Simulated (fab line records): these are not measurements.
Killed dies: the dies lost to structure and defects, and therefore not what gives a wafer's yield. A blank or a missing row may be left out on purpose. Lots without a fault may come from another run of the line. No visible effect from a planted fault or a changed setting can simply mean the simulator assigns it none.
Problem report in the 8D (eight disciplines) form, filled by code ; flow nand-harc ; the parts of the form that need people (team, actions taken, sign-off) are left out

== 1. THE ISSUE ==
Mean of thk-nm at NHARC_A_ONON_D2_THK_MEAS_08: 680 nm across 4 wafers in 3 lots; on wafers with no fault it is 1000 nm (standard deviation 10). Relative to the usual mean, that is a shift of -32 standard deviations.
The step: measures by ellipsometry.
Seen first at day 18 09:52 on film-metro-02, wafer L945.4. Wafers with a number at this step in the record: 42, from 15 lots. By rule, "out" or "out of limits" means more than 4 standard deviations away from the usual mean. The other wafers with a number count as sound.

== 2. WHAT IT IS AND WHAT IT IS NOT ==
question;is;is not
which readings at this step;thk-nm;-
which lots;L945, L946, L947;L931, L932, L933, L934, L935, L937, L938, L940, L941, L943, L953, L954
which wafers of those lots;L945.4, L946.1, L946.4, L947.4;L945.2, L947.5
read on which gauges;film-metro-01, film-metro-02;-
when;from day 18 09:52;"up to then (31 sound wafers); but 7 sound wafers of L947, L953, L954 came after"

== 3. SUSPECTS, AND WHAT RULES EACH OUT ==
Counting: if a tool at a process step up to the reading ran every lot that is out, it stays a suspect. Sound lots after the first of them don't rule it out here, since some wafers of a struck lot are sound.
- the gauge at NHARC_A_ONON_D2_THK_MEAS_08: ruled out. Those wafers that are out were read across 2 gauges (film-metro-01, film-metro-02).
- pecvd-onon-04 at NHARC_A_ONON_D2_DEP_06 (target thk 1000 nm): kept. Every lot that is out went through it, the first being L945 (day 18 09:25); the last sound lot it ran before that was L943 (day 17 06:22).
Left after counting: pecvd-onon-04 at NHARC_A_ONON_D2_DEP_06.

== 4. THE CAUSE (what the simulator had put in) ==
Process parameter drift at NHARC_A_ONON_D2_DEP_06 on pecvd-onon-04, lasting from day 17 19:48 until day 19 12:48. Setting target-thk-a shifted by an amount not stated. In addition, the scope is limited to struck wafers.
Only this tool survived the counting.

== 5. THE CHAIN OF EFFECTS, in route order ==
One row per reading whose mean, taken over the struck wafers that have a number, lies over 3 standard deviations from the usual. Only readings for which the record gives a usual standard deviation are gone through. hours: the time from each lot's start at the first step in this table that gives one to its start at this step, as a median over the lots. sigmas: the change in usual standard deviations.
hours;step;reading;usual;on struck wafers;change;sigmas
0;NHARC_A_ONON_D2_THK_MEAS_08;thk-nm;1000 nm;680;-320;-32

== 6. WHAT WOULD HAVE CAUGHT IT SOONER ==
14 hours passed between the start of the fault at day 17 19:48 and the first reading out of limits at a measuring or inspecting step in this record, taken at day 18 09:52.
Of the tool readings at NHARC_A_ONON_D2_DEP_06 for which the record gives a usual standard deviation, none was out on any struck wafer, so an alarm limit of 4 standard deviations on them would not have fired.
Lots out: 3; of these, L946, L947 started NHARC_A_ONON_D2_DEP_06 on pecvd-onon-04 after day 18 09:52. A hold on the tool at that time would have spared those 2.
